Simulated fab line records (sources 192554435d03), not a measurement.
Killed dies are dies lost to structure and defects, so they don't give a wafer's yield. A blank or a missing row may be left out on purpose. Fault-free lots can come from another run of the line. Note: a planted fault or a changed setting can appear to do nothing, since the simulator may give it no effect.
Matching of chambers ; flow n5_finfet ; N5_BEOL_M7_STRIP_36 on rie_diel-04 has 4 sister chambers
The step strips in N2/H2. 8 wafers are shown with their chamber, then 11 later ones without.

WAFERS, EACH WITH ITS CHAMBER
wafer;chamber;throttle_valve_pct (%);showerhead_plenum_p_Torr (Torr)
L081.1;1;23.25;2.63
L082.2;3;23.13;2.61
L082.3;2;23.76;2.62
L082.6;0;23.76;2.49
L085.2;3;23.18;2.61
L085.5;1;23.25;2.62
L085.6;2;23.75;2.62
L087.2;0;23.80;2.49

WAFERS WITH NO CHAMBER GIVEN
wafer;throttle_valve_pct (%);showerhead_plenum_p_Torr (Torr)
L087.4;23.78;2.61
L087.6;23.27;2.62
L088.1;23.18;2.61
L088.5;23.79;2.49
L088.6;23.26;2.62
L092.1;23.81;2.49
L092.2;23.26;2.62
L092.4;23.78;2.61
L097.1;23.78;2.61
L097.4;23.29;2.62
L097.6;23.27;2.62

EACH ONE'S CHAMBER
wafer;from the rows above;in truth
L087.4;2;2
L087.6;1;1
L088.1;3;3
L088.5;0;0
L088.6;1;1
L092.1;0;0
L092.2;1;1
L092.4;2;2
L097.1;2;2
L097.4;1;1
L097.6;1;1
Correct placement for 11 of the 11. Can't be placed from these rows: 0. Placed wrongly: 0.
How it was worked out, from the rows above alone: a wafer's distance from a chamber is the root of the sum, over the readings, of the square of ((its reading less the chamber's mean) divided by the reading's scatter). The wafer belongs to the nearest chamber; if the next one is less than 2 further off, it can't be placed. Each chamber's mean is taken over the wafers shown for it. The scatter: take each reading less its chamber's mean, square it, sum over the shown wafers, divide by the number of wafers less the number of chambers, and take the root.
